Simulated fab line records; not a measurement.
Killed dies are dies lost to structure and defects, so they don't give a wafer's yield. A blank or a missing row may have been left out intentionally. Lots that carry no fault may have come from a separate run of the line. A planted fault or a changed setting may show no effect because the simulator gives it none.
A single fault, viewed from 2 desks -- flow n5_finfet -- every desk sees just its own numbers, and what lay behind them comes last

== FROM THE METROLOGY DESK ==
Lot by lot, what the gauges showed, no matter which tool ran the lot: averages of those sampled wafers that carry a number. Any lot whose mean is over 4 standard deviations away from the usual mean is out of limits and marked OUT; that distance is given in the brackets.
Columns: A = cd_nm at N5_BEOL_M11_CD_MEAS_28, usual 70.1 nm
lot,first seen here,A
L586,day 10 11:02,70.9
L590,day 11 10:01,68.6
L592,day 11 17:46,70.4
L593,day 12 14:04,70.1
L603,day 14 21:57,71.2
L602,day 15 04:01,70.7
L604,day 15 09:55,71.1
L605,day 15 23:22,71.1
L607,day 16 15:55,69.2
L606,day 16 16:22,69.0
This desk's finding: nothing out of limits on any of the 10 lots.

== AT THE TOOL OWNER'S DESK: rie_diel-04 ==
The tool's own readings at N5_BEOL_M11_TRENCH_ETCH_37 (etches SiCOH lowk in C4F6/O2, target depth 148.83 nm, time 48 s): means of the sampled wafers that have a number, for each lot that ran on this tool. Any lot whose mean is over 4 standard deviations away from the usual mean is out of limits and marked OUT; that distance is given in the brackets.
Columns: A = bias_w at N5_BEOL_M11_TRENCH_ETCH_37, usual 185.1 W; B = drypump_motor_current_A at N5_BEOL_M11_TRENCH_ETCH_37, usual 5.7 A; C = oes_product_au at N5_BEOL_M11_TRENCH_ETCH_37, usual 0.79 a.u.; D = rf_vpp_V at N5_BEOL_M11_TRENCH_ETCH_37, usual 667 V; E = showerhead_plenum_p_Torr at N5_BEOL_M11_TRENCH_ETCH_37, usual 2.84 Torr; F = throttle_valve_pct at N5_BEOL_M11_TRENCH_ETCH_37, usual 20.96 %
lot,first seen here,A,B,C,D,E,F
L586,day 10 11:27,184.8,6.0,0.80,667,2.82,21.04
L590,day 11 10:43,184.7,5.4,0.80,664,2.80,21.10
L592,day 11 18:16,195.1 (+19) OUT,5.9,0.85,693,2.76,21.02
L593,day 12 14:46,194.9 (+18) OUT,5.8,0.87,691,2.84,21.03
L602,day 15 04:28,185.1,5.7,0.79,660,2.78,21.14
L605,day 15 23:46,184.7,5.4,0.76,663,2.78,21.14
Finding of this desk: L592, L593 out of limits; the first was L592 at day 11 18:16, on bias_w at N5_BEOL_M11_TRENCH_ETCH_37. In limits: L586, L590, L602, L605.

== BROUGHT TOGETHER ==
At day 11 18:16, on L592, L593, the tool owner's desk was in a position to raise an alarm.
The metrology desk saw nothing out of limits.
The metrology desk has L592, L593 on record, within its limits.
The lots listed all ran N5_BEOL_M11_TRENCH_ETCH_37 on rie_diel-04.

== WHAT THE SIMULATOR PUT IN ==
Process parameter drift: rie_diel-04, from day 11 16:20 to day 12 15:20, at N5_BEOL_M11_TRENCH_ETCH_37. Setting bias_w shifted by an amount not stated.
Lots struck among those shown: L592, L593.
Time in hours from fault onset to the first out-of-limits reading at each desk: the tool owner's desk, 2.
